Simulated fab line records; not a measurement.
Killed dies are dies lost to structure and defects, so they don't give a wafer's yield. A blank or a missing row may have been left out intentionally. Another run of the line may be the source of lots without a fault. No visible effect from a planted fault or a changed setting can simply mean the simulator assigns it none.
The tool behind it: which one? | flow nand_harc | 18 wafers from 6 lots sampled at 3 of the route's 1159 steps

## WHAT THE GAUGES SHOWED, per wafer
NHARC_A_SOURCE_PLATE_INSPECT_08.
lot  | measured     | on                | raw_defect_count
L828 | day 8 20:42  | defect_inspect-01 | 80 114 60
L834 | day 10 16:23 | defect_inspect-01 | 40 430 476
L835 | day 11 05:27 | defect_inspect-01 | 54 91 73
L838 | day 11 13:45 | defect_inspect-01 | 58 39 63
L841 | day 11 20:50 | defect_inspect-01 | 37 98 52
L846 | day 12 20:50 | defect_inspect-02 | 63 85 99

## WHAT TOOL EACH LOT RAN ON (gives the tool, then ch and the chambers of the sampled wafers, and finally the start)
lot  | NHARC_A_ZERO_WELL_ETCH_13        | NHARC_A_SOURCE_PLATE_PVD_04
L828 | rie_si-04 ch 1,3, day 7 23:34    | pvd_sputter-01, day 8 07:36
L834 | rie_si-05 ch 0,1, day 9 17:52    | pvd_sputter-03, day 10 02:10
L835 | rie_si-03 ch 1,2,3, day 10 04:37 | pvd_sputter-01, day 10 12:49
L838 | rie_si-05 ch 1,3, day 10 16:28   | pvd_sputter-01, day 11 00:23
L841 | rie_si-03 ch 1,2,3, day 11 00:14 | pvd_sputter-02, day 11 07:39
L846 | rie_si-04 ch 1,2,3, day 11 22:40 | pvd_sputter-02, day 12 07:17
- NHARC_A_ZERO_WELL_ETCH_13: etches the open film in HBr/Cl2, target depth 120 nm, time 40.1 s.
- NHARC_A_SOURCE_PLATE_PVD_04: deposits WSi2, target thk 50 nm.

## THE ANSWER, worked out from the rows above alone
Rule: the lots themselves supply what counts as usual. Put in order of their means at a reading, lots are off if they are a third of the lots or fewer, leave a main group of 4 or more, and stand apart from it by a gap of 3 or more times the standard deviation of the main group's means; of several such gaps the widest counts. The tables above print the reading to a certain number of digits; a main group whose means all agree to those digits is not used. Also off: a lot with no number at a reading for which 4 or more lots have one. Any other lot the step has rows for is counted as sound.
Off at NHARC_A_SOURCE_PLATE_INSPECT_08 (raw_defect_count): L834. For the main group the mean is 71 and the standard deviation 12.
A tool fits if, at a process step before that reading, it ran every lot that is off, and no sound lot after the first of them. Those tools and the gauges at NHARC_A_SOURCE_PLATE_INSPECT_08 are tried in the same way. One fits: NHARC_A_SOURCE_PLATE_PVD_04 on pvd_sputter-03. It ran no sound lot before its first lot that is off in this sample, so the start can't be narrowed down.

## WHAT WAS PUT IN BY THE SIMULATOR
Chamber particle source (pvd_sputter-03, NHARC_A_SOURCE_PLATE_PVD_04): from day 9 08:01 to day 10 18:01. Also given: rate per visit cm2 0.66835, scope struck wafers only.
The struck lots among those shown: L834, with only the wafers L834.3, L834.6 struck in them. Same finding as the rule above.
